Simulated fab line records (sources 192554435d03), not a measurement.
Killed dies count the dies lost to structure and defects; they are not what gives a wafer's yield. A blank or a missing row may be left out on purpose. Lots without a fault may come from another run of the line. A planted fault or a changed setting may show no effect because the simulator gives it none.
Matching of chambers	flow n5 finfet	rie diel-01 running N5_BEOL_M7_ETCH_61: 4 sister chambers
The step etches SiARC in CF4, target depth 45.5 nm, time 75.8 s. 20 wafers are shown with their chamber, then 10 later ones without.

EACH WAFER AND ITS CHAMBER
wafer	chamber	drypump motor current A (A)	throttle valve pct (%)	oes product au (a.u.)
L074.2	2	5.7	15.45	0.72
L074.3	0	6.4	15.41	0.70
L074.6	0	6.5	15.40	0.69
L076.2	1	5.8	15.08	0.77
L076.5	2	5.7	15.46	0.73
L076.6	3	5.4	15.16	0.83
L077.1	1	5.7	15.07	0.76
L077.5	0	6.4	15.42	0.69
L077.6	1	5.7	15.09	0.76
L078.1	2	5.7	15.44	0.71
L078.3	3	5.4	15.19	0.80
L078.6	2	5.7	15.46	0.71
L079.3	2	5.7	15.46	0.71
L079.4	3	5.4	15.19	0.80
L079.6	0	6.4	15.42	0.69
L081.2	2	5.7	15.48	0.71
L081.4	1	5.7	15.09	0.75
L081.5	1	5.8	15.08	0.76
L083.3	3	5.4	15.21	0.78
L083.5	0	6.5	15.44	0.68

SIGNATURES (means of the wafers above)
reading	chamber 0	chamber 1	chamber 2	chamber 3	scatter within a chamber
drypump motor current A	6.440	5.740	5.700	5.400	0.0387
throttle valve pct	15.4180	15.0820	15.4583	15.1875	0.0144
oes product au	0.6900	0.7600	0.7150	0.8025	0.0112
Rule: a wafer's distance from a chamber is the root of the sum, over the readings, of the square of ((its reading less the chamber's mean) divided by the reading's scatter). The wafer belongs to the nearest chamber; if the next one is less than 2 further off, it can't be placed. The scatter is the square root of a quotient: the sum, over the shown wafers, of each reading's squared deviation from its chamber's mean, divided by wafers minus chambers.

WAFERS WITH NO CHAMBER GIVEN
wafer	drypump motor current A (A)	throttle valve pct (%)	oes product au (a.u.)
L083.6	5.8	15.10	0.75
L089.1	5.4	15.21	0.77
L089.2	5.8	15.11	0.73
L089.3	6.4	15.46	0.67
L094.2	6.4	15.50	0.65
L094.3	5.4	15.26	0.74
L094.6	5.3	15.25	0.73
L096.1	5.7	15.16	0.72
L096.3	6.4	15.52	0.66
L096.5	6.5	15.49	0.65

EACH ONE'S CHAMBER
wafer	from the rows above	in truth
L083.6	1	1
L089.1	3	3
L089.2	1	1
L089.3	0	0
L094.2	0	0
L094.3	3	3
L094.6	3	3
L096.1	1	1
L096.3	0	0
L096.5	0	0
Correctly placed: 10 of 10. Can't be placed from these rows: 0. Wrongly placed: 0.
